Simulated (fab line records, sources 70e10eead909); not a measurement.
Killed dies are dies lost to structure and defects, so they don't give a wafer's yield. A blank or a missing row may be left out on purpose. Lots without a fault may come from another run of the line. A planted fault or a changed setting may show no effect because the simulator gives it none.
Tool commonality check | flow nand_harc | 12 lots, 42 wafers sampled

WHY IT WAS OPENED
At NHARC_A_SOURCE_PLATE_THK_MEAS_06 the reading thk_nm is flagged on 2 of 12 lots. Wafers without a fault read 200.1 nm, standard deviation 2.2.
Rule: a lot is flagged when every wafer of it that has a number lies more than 4 standard deviations from that mean, or none has a number. The other lots count as sound.

lot  | measured     | on            | thk_nm (nm), wafer by wafer         | flag
L165 | day 8 09:17  | film_metro-01 | 198.6 200.0 198.5                   |
L166 | day 9 00:02  | film_metro-01 | 202.5 200.2 201.3                   |
L170 | day 10 08:44 | film_metro-02 | 200.3 196.9 198.3                   |
L173 | day 12 06:49 | film_metro-02 | 195.8 195.5 199.0                   |
L175 | day 12 16:37 | film_metro-01 | 272.7 273.0 273.7 272.4 274.4 273.1 | FLAGGED
L174 | day 12 16:37 | film_metro-02 | 270.4 269.3 273.2 270.1 269.5 273.7 | FLAGGED
L179 | day 14 11:29 | film_metro-02 | 202.0 200.3 199.6                   |
L180 | day 14 18:12 | film_metro-02 | 203.1 205.3 203.7                   |
L182 | day 15 16:35 | film_metro-01 | 198.9 201.0 200.3                   |
L183 | day 16 02:05 | film_metro-02 | 197.3 196.7 197.3                   |
L185 | day 16 22:00 | film_metro-01 | 197.2 200.3 200.1                   |
L184 | day 16 22:01 | film_metro-01 | 202.3 201.2 201.1                   |
The numbers of the flagged lots are 272.1 nm on average: +72.0 nm against the usual, or +33 standard deviations.

WHICH TOOL RAN EACH LOT
The record holds 2 process steps before the reading, out of a route of 1302 steps. In each cell: the tool, then ch and the chambers that the sampled wafers went through, then the start.
lot  | flag    | NHARC_P_BONDPAD_CMP_19        | NHARC_A_SOURCE_PLATE_CVD_03
L165 |         | cmp-04 ch 0,2, day 7 08:53    | lpcvd_poly-01 ch 0, day 7 22:14
L166 |         | cmp-02 ch 0,1,3, day 8 00:18  | lpcvd_poly-04 ch 0, day 8 13:37
L170 |         | cmp-04 ch 1,2, day 9 12:19    | lpcvd_poly-01 ch 0, day 9 22:27
L173 |         | cmp-02 ch 2,3, day 11 08:05   | lpcvd_poly-02 ch 0, day 11 20:48
L175 | FLAGGED | cmp-02 ch 0,1, day 11 17:20   | lpcvd_poly-04 ch 0, day 12 04:36
L174 | FLAGGED | cmp-02 ch 1,3, day 11 15:22   | lpcvd_poly-04 ch 0, day 12 04:36
L179 |         | cmp-02 ch 0,1,2, day 13 07:22 | lpcvd_poly-01 ch 0, day 13 22:25
L180 |         | cmp-02 ch 0,2,3, day 13 15:20 | lpcvd_poly-01 ch 0, day 14 04:23
L182 |         | cmp-03 ch 0,1,3, day 14 17:22 | lpcvd_poly-04 ch 0, day 15 06:08
L183 |         | cmp-04 ch 0,1,2, day 15 02:17 | lpcvd_poly-04 ch 0, day 15 15:32
L185 |         | cmp-04 ch 0,2,3, day 15 22:57 | lpcvd_poly-04 ch 0, day 16 11:38
L184 |         | cmp-02 ch 0,3, day 15 23:30   | lpcvd_poly-04 ch 0, day 16 11:38
What these steps do:
- NHARC_P_BONDPAD_CMP_19: polishes, t overpolish 30 s, cu recess touch 16 s, target thk 160.81 nm.
- NHARC_A_SOURCE_PLATE_CVD_03: deposits poly-Si, target thk 200 nm, time 4000 s.
- NHARC_A_SOURCE_PLATE_THK_MEAS_06: measures by ellipsometry.

FLAGGED OVER TOTAL, TOOL BY TOOL (the gauges that took the reading come last)
step                             | tool          | lots run | flagged | share of the flagged lots | sound lots run after its first flagged lot
NHARC_P_BONDPAD_CMP_19           | cmp-02        | 7        | 2       | all                       | 3 (L179,L180,L184)
NHARC_P_BONDPAD_CMP_19           | cmp-03        | 1        | 0       | none                      | -
NHARC_P_BONDPAD_CMP_19           | cmp-04        | 4        | 0       | none                      | -
NHARC_A_SOURCE_PLATE_CVD_03      | lpcvd_poly-01 | 4        | 0       | none                      | -
NHARC_A_SOURCE_PLATE_CVD_03      | lpcvd_poly-02 | 1        | 0       | none                      | -
NHARC_A_SOURCE_PLATE_CVD_03      | lpcvd_poly-04 | 7        | 2       | all                       | 4 (L182,L183,L184,L185)
NHARC_A_SOURCE_PLATE_THK_MEAS_06 | film_metro-01 | 6        | 1       | some                      | 3 (L182,L185,L184)
NHARC_A_SOURCE_PLATE_THK_MEAS_06 | film_metro-02 | 6        | 1       | some                      | 3 (L179,L180,L183)

WHAT THE TABLE ALLOWS
2 rows of the table ran every flagged lot: cmp-02 at NHARC_P_BONDPAD_CMP_19, lpcvd_poly-04 at NHARC_A_SOURCE_PLATE_CVD_03.
- cmp-02 at NHARC_P_BONDPAD_CMP_19: 2 of its 7 lots flagged. Sound lots ran on it after the first flagged one (L179, L180, L184), which a lasting fault on the whole tool wouldn't allow.
- lpcvd_poly-04 at NHARC_A_SOURCE_PLATE_CVD_03: 2 of its 7 lots flagged. Sound lots ran on it after the first flagged one (L182, L183, L184, L185), which a lasting fault on the whole tool wouldn't allow. Its own readings lie more than 4 standard deviations out on every wafer of the flagged lots: spike_tc_centre_C, spike_tc_lower_C, spike_tc_top_C, spike_tc_upper_C.
No row of the table ran every flagged lot and no sound lot after the first.

WHAT THE SIMULATOR HAD PUT IN
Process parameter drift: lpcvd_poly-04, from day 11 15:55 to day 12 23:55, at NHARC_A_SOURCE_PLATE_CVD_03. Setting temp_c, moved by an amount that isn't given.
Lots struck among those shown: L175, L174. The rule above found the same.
